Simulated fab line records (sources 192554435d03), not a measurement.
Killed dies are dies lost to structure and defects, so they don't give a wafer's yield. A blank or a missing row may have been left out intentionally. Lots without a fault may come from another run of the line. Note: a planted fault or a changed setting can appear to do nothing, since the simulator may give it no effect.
Split-lot trial | flow n5 finfet | route with 1938 steps; 7 lots, 39 wafers read

THE SPLIT
At N5_SD_EPI_N_EPI_21 (deposits Si:P, time 690 s), the setting time s was moved away from the recipe's 690 s on 15 of the 39 wafers read, by -30.6% to +51.3%. For the rest of the wafers, this setting stayed at what the recipe calls for.

The reading is taken at the split's own step.

THE READING
Si-P_of_SD_EPI_N_EPI_21.thk nm (the simulator's own value, which no gauge read), in nm, at N5_SD_EPI_N_EPI_21 (deposits Si:P, time 690 s). There is no usual value for it anywhere in the file. The 24 wafers here that ran the recipe average 59.1 nm, standard deviation 0.55 nm.

wafer  | tool, chamber at the split | time s as run, s | against the recipe | Si-P_of_SD_EPI_N_EPI_21.thk nm, nm | against lot-mates on the recipe
L075.1 | epi rpcvd-02, 0            | 690              | recipe             | 58.8                               | -
L075.4 | epi rpcvd-02, 0            | 690              | recipe             | 58.8                               | -
L075.6 | epi rpcvd-02, 0            | 690              | recipe             | 58.8                               | -
L075.2 | epi rpcvd-02, 0            | 690              | recipe             | 59.2                               | -
L075.3 | epi rpcvd-02, 0            | 690              | recipe             | 59.2                               | -
L075.5 | epi rpcvd-02, 0            | 690              | recipe             | 58.6                               | -
L079.1 | epi rpcvd-02, 0            | 690              | recipe             | 59                                 | -
L079.6 | epi rpcvd-02, 0            | 690              | recipe             | 59                                 | -
L079.2 | epi rpcvd-02, 0            | 870.8            | +26.2%             | 69.8                               | +10.9
L079.3 | epi rpcvd-02, 0            | 870.8            | +26.2%             | 69.6                               | +10.7
L079.4 | epi rpcvd-02, 0            | 870.8            | +26.2%             | 70                                 | +11.1
L079.5 | epi rpcvd-02, 0            | 690              | recipe             | 58.8                               | -
L085.1 | epi rpcvd-01, 0            | 1044             | +51.3%             | 81                                 | +21.1
L085.2 | epi rpcvd-01, 0            | 690              | recipe             | 59.8                               | -
L085.3 | epi rpcvd-01, 0            | 690              | recipe             | 59.8                               | -
L085.4 | epi rpcvd-01, 0            | 690              | recipe             | 60                                 | -
L085.5 | epi rpcvd-01, 0            | 1044             | +51.3%             | 79                                 | +19.1
L085.6 | epi rpcvd-01, 0            | 1044             | +51.3%             | 80.4                               | +20.5
L087.1 | epi rpcvd-01, 0            | 859              | +24.5%             | 69.2                               | +9.7
L087.2 | epi rpcvd-01, 0            | 690              | recipe             | 59                                 | -
L087.3 | epi rpcvd-01, 0            | 690              | recipe             | 59.8                               | -
L087.4 | epi rpcvd-01, 0            | 690              | recipe             | 59.8                               | -
L087.5 | epi rpcvd-01, 0            | 859              | +24.5%             | 69.6                               | +10.1
L087.6 | epi rpcvd-01, 0            | 859              | +24.5%             | 69                                 | +9.5
L090.1 | epi rpcvd-01, 0            | 690              | recipe             | 59.6                               | -
L090.6 | epi rpcvd-01, 0            | 690              | recipe             | 59.6                               | -
L090.2 | epi rpcvd-01, 0            | 841.2            | +21.9%             | 67.8                               | +8.5
L090.5 | epi rpcvd-01, 0            | 841.2            | +21.9%             | 67.8                               | +8.5
L090.3 | epi rpcvd-01, 0            | 690              | recipe             | 58.6                               | -
L090.4 | epi rpcvd-01, 0            | 841.2            | +21.9%             | 67.2                               | +7.9
L095.1 | epi rpcvd-04, 0            | 690              | recipe             | 59.4                               | -
L095.3 | epi rpcvd-04, 0            | 690              | recipe             | 59.4                               | -
L095.2 | epi rpcvd-04, 0            | 479.1            | -30.6%             | 44.6                               | -14.6
L095.5 | epi rpcvd-04, 0            | 479.1            | -30.6%             | 44.6                               | -14.6
L095.4 | epi rpcvd-04, 0            | 690              | recipe             | 58.8                               | -
L095.6 | epi rpcvd-04, 0            | 479.1            | -30.6%             | 44.4                               | -14.8
L097.1 | epi rpcvd-01, 0            | 690              | recipe             | 57.8                               | -
L097.3 | epi rpcvd-01, 0            | 690              | recipe             | 58.6                               | -
L097.6 | epi rpcvd-01, 0            | 690              | recipe             | 58.2                               | -

THE FIT
A straight line over all 39 wafers: Si-P_of_SD_EPI_N_EPI_21.thk nm changes by +0.425 nm for each +1% of time s; r = +1.00; the points scatter about the line by 0.71 nm.
The same after taking each lot's own level away (the mean of its wafers on the recipe; 39 wafers): +0.417 nm for each +1%; r = +1.00; scatter 0.69 nm.
Per that fit: largest time s move, reading shift of 21 nm.
The span of the lots' own levels, 58.20 to 59.87 nm, comes to 3.0 times the standard deviation stated above.
The two slopes agree, so the slope changes little with the lot-to-lot level.
Check: with one of the wafers moved furthest among these (+51.3%) left out of the fit, the line predicts +21.1 nm for it against its lot-mates. It came out at +21.1 nm against them.

ADDITIONAL SPLITS CARRIED BY THESE WAFERS
Note: prior to the reading, these wafers also went through further splits. Each is held against what the fit with the lots' levels taken away leaves over:
other split on the same wafers | wafers away from the commonest value | r with Si-P_of_SD_EPI_N_EPI_21.thk nm (lot level and that fit taken away)
N5_SPACER0_ALD_00 ald cycles   | 15                                   | -0.09

THE WHOLE CHAIN: every reading that the file lists as answering this split, in the file's order
step                    | what it does              | reading                                                                         | change (the file's fit)               | r (the file's)
N5_SD_EPI_N_EPI_21      | deposits Si:P, time 690 s | Si-P_of_SD_EPI_N_EPI_21.thk nm (the simulator's own value, which no gauge read) | +0.411 nm for each +1% of the setting | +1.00
N5_SD_EPI_N_EPI_MEAS_23 |                           | thk nm                                                                          | withheld for each +1% of the setting  | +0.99

THE FILE'S OWN FIT
Si-P_of_SD_EPI_N_EPI_21.thk nm changes by +0.411 nm for each +1% of time s, r = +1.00.
